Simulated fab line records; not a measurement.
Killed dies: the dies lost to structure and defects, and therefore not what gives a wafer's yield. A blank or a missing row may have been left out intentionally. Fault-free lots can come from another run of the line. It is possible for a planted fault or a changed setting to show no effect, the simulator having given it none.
Struck lot and sound lot, side by side -- flow n5_finfet -- 30 steps out of a route of 1938
Sound: these wafers, L861.1, L861.5, L861.6. Struck: wafers L870.1, L870.6 (left out: L870.2, a lot-mate that was not struck); the cause follows at the end.
Order at every step that has rows: each side's tool, ch and its chambers, its first start. Under that, the readings that differ: sound wafers -- struck wafers -- difference of the means -- sigmas: that difference in standard deviations of wafers without a fault.
alike: a reading whose means differ by less than 2 such deviations, as well as words and numbers matching on both sides. not compared: withheld readings; readings where some wafer has no value; bounds like >300 that might hide an equal value; numbers whose values overlap and for which the record gives no deviation.
A row with sigmas, a row that says differs or no value, or rows on one side alone: a step with any of these is where the two part. Numbers that have no deviation but don't overlap get no sigmas and don't part them. Lack of a reading on every wafer of one side parts them only where that side has two or more wafers.

first, 11 steps without rows for these wafers: N5_BEOL_M3_ANNEAL_91 (time 240 s); N5_BEOL_M3_SPUTTER_92 (material Cu, target thk 4.5 nm, time 8.29 s); N5_BEOL_M3_ANNEAL_93 (time 240 s); N5_BEOL_M3_SPUTTER_94 (material Cu, target thk 4.5 nm, time 8.29 s); N5_BEOL_M3_ANNEAL_95 (time 240 s); N5_BEOL_M3_SPUTTER_96 (material Cu, target thk 4.5 nm, time 8.29 s); N5_BEOL_M3_ECD_50 (material Cu, target thk 300 nm); N5_BEOL_M3_ANNEAL_51 (time 90 s); N5_BEOL_M3_CMP_52 (polishes, stops on SiOC, t overpolish 6.8 s, target thk 40 nm); N5_BEOL_M3_PRE_CLEAN_60 (time 15 s); N5_BEOL_M3_CO_CAP_55 (material Co, precursor CCTBA/H2, target thk 2 nm, time 102.1 s).
N5_BEOL_M3_PRE_CLEAN_56: time 15 s.
  sound on pecvd-03 ch 0,2, day 7 16:00; struck on pecvd-03 ch 0,1, day 9 14:42
then, 1 step without rows for these wafers: N5_BEOL_M3_DEP_57 (deposits SiCN from 3MS/NH3, target thk 8 nm, time 14 s).
N5_BEOL_M3_INSPECT_59: inspects for defects (darkfield).
  sound on defect_inspect-02 at day 7 16:07; struck on defect_inspect-02 at day 9 14:51
reading,sound,struck,difference,sigmas
raw_defect_count,38 62 56,863 852,+806,+34
then, 12 steps without rows for these wafers: N5_BEOL_M4_ILD_DEP_00 (deposits SiOC from DEMS/O2, target thk 79 nm, time 15.3 s); N5_BEOL_M4_PECVD_72 (deposits SiO2 from TEOS/O2, target thk 16 nm, time 18 s); N5_BEOL_M4_HM_DEP_02 (deposits TiN, target thk 20 nm); N5_BEOL_M4_COAT_61 (time 60 s, resist thk 60 nm); N5_BEOL_M4_COAT_62 (time 60 s, resist thk 12 nm); N5_BEOL_M4_COAT_73 (time 60 s, resist thk 5 nm); N5_BEOL_M4_COAT_05 (resist thk 30 nm); N5_BEOL_M4_EBR_07; N5_BEOL_M4_SOFTBAKE_06 (time 60 s); N5_BEOL_M4_EXPOSE_08 (exposes mask M4); N5_BEOL_M4_PEB_09 (peb time 60 s); N5_BEOL_M4_DEVELOP_10 (develop time 30 s).
N5_BEOL_M4_INSPECT_13: inspects for defects (brightfield).
  sound on defect_inspect-02 at day 7 16:55; struck on defect_inspect-02 at day 9 16:44
reading,sound,struck,difference,sigmas
raw_defect_count,469 468 384,1054 1068,+621,+7
then, 1 step without rows for these wafers: N5_BEOL_M4_DESCUM_16 (chemistry O2, time 7 s).
N5_BEOL_M4_RC_MEAS_101:
  sound on prober-02 ch 0, day 7 23:59; struck on prober-01 ch 0, day 10 08:56
  alike: DIBL_N, DIBL_P, IOFF_N, IOFF_P, ION_N, ION_P, SS_N, SS_P, VT_N, VT_P
-- record jumps: 4 days separate the struck wafers' starts on either side; left off in module BEOL_M4, taken up again in module PASSIVATION, whose first shown step is the route's number 1936 --
N5_PASSIVATION_PROBE_49:
  only the struck wafers here have rows in the record (prober-02, day 14 16:00); the sound ones have none

## WHERE THEY PART
At N5_BEOL_M3_INSPECT_59 first; at N5_PASSIVATION_PROBE_49 last (within this record only).

WHY: the cause the simulator had injected
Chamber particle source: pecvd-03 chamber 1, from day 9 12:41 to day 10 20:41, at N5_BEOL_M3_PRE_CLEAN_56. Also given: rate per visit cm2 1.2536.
